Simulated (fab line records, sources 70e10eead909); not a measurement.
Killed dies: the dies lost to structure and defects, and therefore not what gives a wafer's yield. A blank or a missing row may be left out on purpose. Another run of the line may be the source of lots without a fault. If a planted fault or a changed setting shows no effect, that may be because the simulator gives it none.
A lot that was struck, set against a sound lot    flow nandHarc    13 steps out of a route of 1302
Sound: the wafers L346.2, L346.3, L346.5. Struck: wafers L348.2, L348.6 (left out: L348.3, a lot-mate that was not struck); the cause follows at the end.
For every step that has rows: the tool of each side, followed by ch and its chambers, followed by its first start. Under that, the readings that differ: sound wafers    struck wafers    difference of the means    sigmas: that difference in standard deviations of wafers without a fault.
alike: words and numbers the same on both sides, and readings whose means are apart by under 2 such deviations; not compared: readings that were withheld, readings missing a value for some wafer, numbers with overlapping values and no deviation given by the record, and bounds like >300 which may hide the same value.
A row with sigmas, a row that says differs or no value, or rows on one side alone: a step with any of these is where the two part. Numbers that have no deviation but don't overlap get no sigmas and don't part them. A reading missing from all wafers of one side parts the sides only when that side holds two or more wafers.

NHARC_A_SLIT_ETCH_26: etches the open film in C4F8/O2/Ar, time 90 s, target depth 400 nm.
  sound on harEtch-02 ch 1, day 22 17:28; struck on harEtch-01 ch 0,1, day 24 13:12
reading                       sound           struck     difference  sigmas
drypumpMotorCurrentA (A)      5.30 5.31 5.28  5.69 5.89  +0.49       +2
showerheadPlenumPTorr (Torr)  3.93 3.93 3.93  3.61 3.60  -0.33       -2
  alike: c4f8FlowSccm, chamberPressureMTorr, mfcArSccm, throttleValvePct
  not compared: rfHoursCounterH
then, 1 step without rows for these wafers: NHARC_A_SLIT_STRIP_28 (strips in O2/COS).
NHARC_A_SLIT_ETCH_29: etches the open film in CF4/O2, target depth 100 nm, overetch 10 nm, time 55 s.
  sound on rieDiel-11 ch 1,2,3, day 22 18:19; struck on rieDiel-06 ch 0,3, day 24 14:04
  alike: chamberPressureMTorr, drypumpMotorCurrentA, mfcArSccm, oesProductAu, rfVppV, showerheadPlenumPTorr, throttleValvePct
  not compared: rfHoursCounterH
NHARC_A_SLIT_STRIP_18: strips in O2.
  sound on rieDiel-11 ch 1,2,3; struck on rieDiel-06 ch 1,3
  alike: chamberPressureMTorr, drypumpMotorCurrentA, mfcArSccm, oesProductAu, rfVppV, showerheadPlenumPTorr, throttleValvePct
  not compared: rfHoursCounterH
then, 2 steps without rows for these wafers: NHARC_A_SLIT_PRECLEAN_19 (cleans in SC1); NHARC_A_SLIT_SRD_20.
NHARC_A_SLIT_CD_MEAS_21:
  sound: cdSem-01 at day 22 18:51; struck: cdSem-01 at day 24 14:35
  alike: cdNm
then, 3 steps without rows for these wafers: NHARC_A_SIN_REMOVE_WET_00 (chemistry H3PO4, time 15300 s); NHARC_A_SIN_REMOVE_PRECLEAN_01 (cleans in SC1); NHARC_A_SIN_REMOVE_SRD_02.
NHARC_A_SIN_REMOVE_INSPECT_04:
  sound: defectInspect-02 at day 23 01:28; struck: defectInspect-02 at day 24 20:58
  alike: rawDefectCount
NHARC_A_WL_FILL_ALD_00: deposits Al2O3, target thk 3 nm, pulse time 3 s, ald cycles 30.
  sound on aldHk-01 ch 0,2, day 23 01:34; struck on aldHk-01 ch 0, day 24 21:11
reading    sound     struck  difference  sigmas
aldCycles  30 30 30  42 42   +12         
  alike: heaterPowerW, precursorPulseHeightRel
  not compared: sinceWetCleanH
NHARC_A_WL_FILL_RTA_01: time 5 s.
  sound on rtpAnneal-01 ch 0, day 23 01:50; struck on rtpAnneal-01 ch 0, day 24 21:29
  alike: lampPowerPct, wafer_temp_C_max

WHERE THEY PART
Within this record, at NHARC_A_SLIT_ETCH_26 only. Later steps at which nothing parts them and some readings are alike: NHARC_A_SLIT_ETCH_29, NHARC_A_SLIT_STRIP_18, NHARC_A_SLIT_CD_MEAS_21, NHARC_A_SIN_REMOVE_INSPECT_04, NHARC_A_WL_FILL_ALD_00, NHARC_A_WL_FILL_RTA_01.

WHY: what had been put in by the simulator
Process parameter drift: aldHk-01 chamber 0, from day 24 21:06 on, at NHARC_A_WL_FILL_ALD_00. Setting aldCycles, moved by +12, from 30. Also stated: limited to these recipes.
